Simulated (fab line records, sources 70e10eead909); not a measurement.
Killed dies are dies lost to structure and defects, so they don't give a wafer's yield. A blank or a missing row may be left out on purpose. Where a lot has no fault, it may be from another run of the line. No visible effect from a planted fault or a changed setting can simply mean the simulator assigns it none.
Chamber matching :: flow nand-harc :: 4 sister chambers for NHARC_P_M1_DESCUM_14 on rie-diel-12
The step chemistry O2, time 3 s. 22 wafers are shown with their chamber, then 11 later ones without.

EACH WAFER AND ITS CHAMBER
wafer: L076.1
chamber: 1
oes-product-au (a.u.): 1.000
rf-vpp-V (V): 58.4
o2-flow-sccm (sccm): 200.3

wafer: L076.4
chamber: 0
oes-product-au (a.u.): 0.995
rf-vpp-V (V): 57.2
o2-flow-sccm (sccm): 200.2

wafer: L076.5
chamber: 1
oes-product-au (a.u.): 0.996
rf-vpp-V (V): 57.3
o2-flow-sccm (sccm): 200.6

wafer: L077.2
chamber: 3
oes-product-au (a.u.): 1.007
rf-vpp-V (V): 59.1
o2-flow-sccm (sccm): 199.9

wafer: L077.4
chamber: 2
oes-product-au (a.u.): 0.984
rf-vpp-V (V): 57.8
o2-flow-sccm (sccm): 200.3

wafer: L077.5
chamber: 3
oes-product-au (a.u.): 1.011
rf-vpp-V (V): 58.6
o2-flow-sccm (sccm): 199.2

wafer: L078.1
chamber: 1
oes-product-au (a.u.): 0.994
rf-vpp-V (V): 57.6
o2-flow-sccm (sccm): 199.0

wafer: L078.4
chamber: 2
oes-product-au (a.u.): 0.992
rf-vpp-V (V): 57.1
o2-flow-sccm (sccm): 200.4

wafer: L078.5
chamber: 1
oes-product-au (a.u.): 1.002
rf-vpp-V (V): 58.1
o2-flow-sccm (sccm): 198.4

wafer: L080.2
chamber: 3
oes-product-au (a.u.): 0.998
rf-vpp-V (V): 58.7
o2-flow-sccm (sccm): 199.8

wafer: L080.5
chamber: 3
oes-product-au (a.u.): 1.004
rf-vpp-V (V): 59.3
o2-flow-sccm (sccm): 200.7

wafer: L080.6
chamber: 2
oes-product-au (a.u.): 0.992
rf-vpp-V (V): 59.0
o2-flow-sccm (sccm): 200.8

wafer: L081.1
chamber: 3
oes-product-au (a.u.): 1.003
rf-vpp-V (V): 58.0
o2-flow-sccm (sccm): 201.8

wafer: L081.5
chamber: 1
oes-product-au (a.u.): 1.003
rf-vpp-V (V): 57.9
o2-flow-sccm (sccm): 200.1

wafer: L081.6
chamber: 0
oes-product-au (a.u.): 0.999
rf-vpp-V (V): 58.1
o2-flow-sccm (sccm): 198.6

wafer: L083.2
chamber: 0
oes-product-au (a.u.): 0.996
rf-vpp-V (V): 58.2
o2-flow-sccm (sccm): 200.7

wafer: L083.3
chamber: 3
oes-product-au (a.u.): 1.008
rf-vpp-V (V): 58.9
o2-flow-sccm (sccm): 200.3

wafer: L083.5
chamber: 0
oes-product-au (a.u.): 1.006
rf-vpp-V (V): 57.4
o2-flow-sccm (sccm): 199.8

wafer: L084.2
chamber: 3
oes-product-au (a.u.): 1.002
rf-vpp-V (V): 58.3
o2-flow-sccm (sccm): 198.5

wafer: L084.3
chamber: 1
oes-product-au (a.u.): 0.990
rf-vpp-V (V): 56.8
o2-flow-sccm (sccm): 200.2

wafer: L084.6
chamber: 0
oes-product-au (a.u.): 0.983
rf-vpp-V (V): 57.6
o2-flow-sccm (sccm): 200.1

wafer: L090.1
chamber: 1
oes-product-au (a.u.): 0.995
rf-vpp-V (V): 57.0
o2-flow-sccm (sccm): 200.0

SIGNATURES, as means of the wafers listed above
reading: oes-product-au
chamber 0: 0.99580
chamber 1: 0.99714
chamber 2: 0.98933
chamber 3: 1.00471
scatter within a chamber: 0.00561

reading: rf-vpp-V
chamber 0: 57.700
chamber 1: 57.586
chamber 2: 57.967
chamber 3: 58.700
scatter within a chamber: 0.572

reading: o2-flow-sccm
chamber 0: 199.880
chamber 1: 199.800
chamber 2: 200.500
chamber 3: 200.029
scatter within a chamber: 0.854
Rule: for each reading, subtract the chamber's mean from the wafer's reading, divide by that reading's scatter and square the result; add these up over the readings and take the root, which gives the wafer's distance from the chamber. If the next closest chamber is less than 2 further off than the closest, the wafer can't be placed; otherwise it belongs to the closest. The scatter is the square root of a quotient: the sum, over the shown wafers, of each reading's squared deviation from its chamber's mean, divided by wafers minus chambers.

WAFERS WHOSE CHAMBER IS MISSING
wafer: L090.2
oes-product-au (a.u.): 0.995
rf-vpp-V (V): 58.3
o2-flow-sccm (sccm): 200.0

wafer: L090.6
oes-product-au (a.u.): 0.992
rf-vpp-V (V): 56.8
o2-flow-sccm (sccm): 200.2

wafer: L091.1
oes-product-au (a.u.): 1.008
rf-vpp-V (V): 57.0
o2-flow-sccm (sccm): 200.2

wafer: L091.2
oes-product-au (a.u.): 1.005
rf-vpp-V (V): 59.7
o2-flow-sccm (sccm): 199.8

wafer: L091.6
oes-product-au (a.u.): 0.995
rf-vpp-V (V): 59.5
o2-flow-sccm (sccm): 199.7

wafer: L092.3
oes-product-au (a.u.): 1.002
rf-vpp-V (V): 57.5
o2-flow-sccm (sccm): 199.5

wafer: L092.4
oes-product-au (a.u.): 1.000
rf-vpp-V (V): 57.7
o2-flow-sccm (sccm): 200.3

wafer: L092.5
oes-product-au (a.u.): 0.997
rf-vpp-V (V): 59.3
o2-flow-sccm (sccm): 200.4

wafer: L094.1
oes-product-au (a.u.): 1.002
rf-vpp-V (V): 58.6
o2-flow-sccm (sccm): 199.3

wafer: L094.2
oes-product-au (a.u.): 1.010
rf-vpp-V (V): 56.8
o2-flow-sccm (sccm): 199.7

wafer: L094.6
oes-product-au (a.u.): 1.004
rf-vpp-V (V): 56.3
o2-flow-sccm (sccm): 199.3

THE CHAMBER EACH PASSED THROUGH
wafer: L090.2
from the rows above: can't be placed: 0 or 2 or 1 or 3
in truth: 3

wafer: L090.6
from the rows above: can't be placed: 1 or 0 or 2
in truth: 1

wafer: L091.1
from the rows above: can't be placed: 1 or 0 or 3 or 2
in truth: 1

wafer: L091.2
from the rows above: 3
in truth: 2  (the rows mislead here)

wafer: L091.6
from the rows above: can't be placed: 3 or 2 or 0 or 1
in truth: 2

wafer: L092.3
from the rows above: can't be placed: 1 or 0 or 3 or 2
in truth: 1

wafer: L092.4
from the rows above: can't be placed: 1 or 0 or 3 or 2
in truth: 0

wafer: L092.5
from the rows above: can't be placed: 3 or 2 or 0 or 1
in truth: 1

wafer: L094.1
from the rows above: can't be placed: 3 or 0 or 1 or 2
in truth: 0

wafer: L094.2
from the rows above: can't be placed: 1 or 0 or 3 or 2
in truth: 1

wafer: L094.6
from the rows above: can't be placed: 1 or 0 or 2 or 3
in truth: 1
0 of 11 placed correctly. Cannot be placed on the basis of these rows: 10; the candidates contain the true chamber in 10. Placed wrongly: 1.
